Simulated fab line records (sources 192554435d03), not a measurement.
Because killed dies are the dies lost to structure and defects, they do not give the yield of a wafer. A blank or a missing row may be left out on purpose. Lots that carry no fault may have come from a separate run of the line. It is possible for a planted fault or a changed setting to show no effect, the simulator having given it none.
Split-lot experiment :: flow n5_finfet :: 21 wafers read across 7 lots, on a route 1938 steps long

ON THE SPLIT
At N5_BEOL_M10_COAT_63 (time 60 s, resist thk 100 nm), the setting spin_rpm was moved away from the recipe's 1500 rpm on 9 of the 21 wafers read, by +3.7% to +9.9%. This setting was run at the recipe's value on the other wafers.

The reading is taken at the split's own step.

THE READING
SOC_of_BEOL_M10_COAT_63.thk_nm (the simulator's own value, which no gauge read), in nm, at N5_BEOL_M10_COAT_63 (time 60 s, resist thk 100 nm). There is no usual value for it anywhere in the file. The 12 wafers here that ran the recipe average 100.0 nm, standard deviation 0.15 nm.

wafer: L074.2
tool, chamber at the split: litho_track-02, 0
spin_rpm as run, rpm: 1577
against the recipe: +5.1%
SOC_of_BEOL_M10_COAT_63.thk_nm, nm: 97.2
against lot-mates on the recipe: -2.8

wafer: L074.3
tool, chamber at the split: litho_track-02, 0
spin_rpm as run, rpm: 1577
against the recipe: +5.1%
SOC_of_BEOL_M10_COAT_63.thk_nm, nm: 97.2
against lot-mates on the recipe: -2.8

wafer: L074.6
tool, chamber at the split: litho_track-02, 0
spin_rpm as run, rpm: 1500
against the recipe: recipe
SOC_of_BEOL_M10_COAT_63.thk_nm, nm: 100
against lot-mates on the recipe: -

wafer: L081.3
tool, chamber at the split: litho_track-02, 0
spin_rpm as run, rpm: 1555
against the recipe: +3.7%
SOC_of_BEOL_M10_COAT_63.thk_nm, nm: 98.2
against lot-mates on the recipe: no lot-mate on the recipe

wafer: L081.4
tool, chamber at the split: litho_track-02, 0
spin_rpm as run, rpm: 1555
against the recipe: +3.7%
SOC_of_BEOL_M10_COAT_63.thk_nm, nm: 98.4
against lot-mates on the recipe: no lot-mate on the recipe

wafer: L081.6
tool, chamber at the split: litho_track-02, 0
spin_rpm as run, rpm: 1555
against the recipe: +3.7%
SOC_of_BEOL_M10_COAT_63.thk_nm, nm: 98.6
against lot-mates on the recipe: no lot-mate on the recipe

wafer: L084.1
tool, chamber at the split: litho_track-01, 0
spin_rpm as run, rpm: 1500
against the recipe: recipe
SOC_of_BEOL_M10_COAT_63.thk_nm, nm: 100
against lot-mates on the recipe: -

wafer: L084.3
tool, chamber at the split: litho_track-01, 0
spin_rpm as run, rpm: 1500
against the recipe: recipe
SOC_of_BEOL_M10_COAT_63.thk_nm, nm: 100
against lot-mates on the recipe: -

wafer: L084.4
tool, chamber at the split: litho_track-01, 0
spin_rpm as run, rpm: 1500
against the recipe: recipe
SOC_of_BEOL_M10_COAT_63.thk_nm, nm: 100
against lot-mates on the recipe: -

wafer: L087.1
tool, chamber at the split: litho_track-02, 0
spin_rpm as run, rpm: 1500
against the recipe: recipe
SOC_of_BEOL_M10_COAT_63.thk_nm, nm: 100.4
against lot-mates on the recipe: -

wafer: L087.2
tool, chamber at the split: litho_track-02, 0
spin_rpm as run, rpm: 1500
against the recipe: recipe
SOC_of_BEOL_M10_COAT_63.thk_nm, nm: 99.8
against lot-mates on the recipe: -

wafer: L087.5
tool, chamber at the split: litho_track-02, 0
spin_rpm as run, rpm: 1500
against the recipe: recipe
SOC_of_BEOL_M10_COAT_63.thk_nm, nm: 100
against lot-mates on the recipe: -

wafer: L090.2
tool, chamber at the split: litho_track-02, 0
spin_rpm as run, rpm: 1500
against the recipe: recipe
SOC_of_BEOL_M10_COAT_63.thk_nm, nm: 100
against lot-mates on the recipe: -

wafer: L090.5
tool, chamber at the split: litho_track-02, 0
spin_rpm as run, rpm: 1582
against the recipe: +5.5%
SOC_of_BEOL_M10_COAT_63.thk_nm, nm: 97.2
against lot-mates on the recipe: -2.8

wafer: L090.6
tool, chamber at the split: litho_track-02, 0
spin_rpm as run, rpm: 1582
against the recipe: +5.5%
SOC_of_BEOL_M10_COAT_63.thk_nm, nm: 97.2
against lot-mates on the recipe: -2.8

wafer: L093.2
tool, chamber at the split: litho_track-02, 0
spin_rpm as run, rpm: 1500
against the recipe: recipe
SOC_of_BEOL_M10_COAT_63.thk_nm, nm: 99.8
against lot-mates on the recipe: -

wafer: L093.3
tool, chamber at the split: litho_track-02, 0
spin_rpm as run, rpm: 1500
against the recipe: recipe
SOC_of_BEOL_M10_COAT_63.thk_nm, nm: 99.8
against lot-mates on the recipe: -

wafer: L093.4
tool, chamber at the split: litho_track-02, 0
spin_rpm as run, rpm: 1500
against the recipe: recipe
SOC_of_BEOL_M10_COAT_63.thk_nm, nm: 100
against lot-mates on the recipe: -

wafer: L091.1
tool, chamber at the split: litho_track-02, 0
spin_rpm as run, rpm: 1648
against the recipe: +9.9%
SOC_of_BEOL_M10_COAT_63.thk_nm, nm: 95
against lot-mates on the recipe: -5.0

wafer: L091.6
tool, chamber at the split: litho_track-02, 0
spin_rpm as run, rpm: 1648
against the recipe: +9.9%
SOC_of_BEOL_M10_COAT_63.thk_nm, nm: 95
against lot-mates on the recipe: -5.0

wafer: L091.3
tool, chamber at the split: litho_track-02, 0
spin_rpm as run, rpm: 1500
against the recipe: recipe
SOC_of_BEOL_M10_COAT_63.thk_nm, nm: 100
against lot-mates on the recipe: -

FIT RESULTS
A straight line over all 21 wafers: SOC_of_BEOL_M10_COAT_63.thk_nm changes by -0.506 nm for each +1% of spin_rpm; r = -0.99; the points scatter about the line by 0.18 nm.
The same after taking each lot's own level away (the mean of its wafers on the recipe; 18 wafers): -0.513 nm for each +1%; r = -1.00; scatter 0.13 nm.
The reading moves by 5.1 nm for the largest change in spin_rpm, on that fit.
The span of the lots' own levels, 99.87 to 100.07 nm, comes to 1.3 times the standard deviation stated above.
Consequently the slope shifts little with the lot-to-lot level, the two slopes agreeing.
Check: for one of the wafers moved furthest among these (+9.9%), held out of the fit, the line's prediction against its lot-mates is -5.11 nm. Against them it came out at -5 nm.

THE OTHER SPLITS THESE WAFERS WENT THROUGH
Before the reading, these wafers also passed through other splits. Each is held against what the fit with the lots' levels taken away leaves over:
other split on the same wafers: N5_BEOL_M6_COAT_64 spin_rpm
wafers away from the commonest value: 7
r with SOC_of_BEOL_M10_COAT_63.thk_nm (lot level and that fit taken away): +0.06

other split on the same wafers: N5_BEOL_M7_ETCH_61 source_w
wafers away from the commonest value: 6
r with SOC_of_BEOL_M10_COAT_63.thk_nm (lot level and that fit taken away): +0.01

other split on the same wafers: N5_BEOL_M7_ETCH_62 source_w
wafers away from the commonest value: 6
r with SOC_of_BEOL_M10_COAT_63.thk_nm (lot level and that fit taken away): -0.65

other split on the same wafers: N5_BEOL_M7_VIA_ETCH_34 source_w
wafers away from the commonest value: 7
r with SOC_of_BEOL_M10_COAT_63.thk_nm (lot level and that fit taken away): +0.03

other split on the same wafers: N5_BEOL_M7_ETCH_41 source_w
wafers away from the commonest value: 5
r with SOC_of_BEOL_M10_COAT_63.thk_nm (lot level and that fit taken away): +0.02

other split on the same wafers: N5_BEOL_M8_TRENCH_ETCH_37 time_s
wafers away from the commonest value: 9
r with SOC_of_BEOL_M10_COAT_63.thk_nm (lot level and that fit taken away): +0.03

other split on the same wafers: N5_BEOL_M8_ALD_77 ald_cycles
wafers away from the commonest value: 7
r with SOC_of_BEOL_M10_COAT_63.thk_nm (lot level and that fit taken away): -0.09

THE FILE'S OWN FIT
SOC_of_BEOL_M10_COAT_63.thk_nm changes by -0.514 nm for each +1% of spin_rpm, r = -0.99.
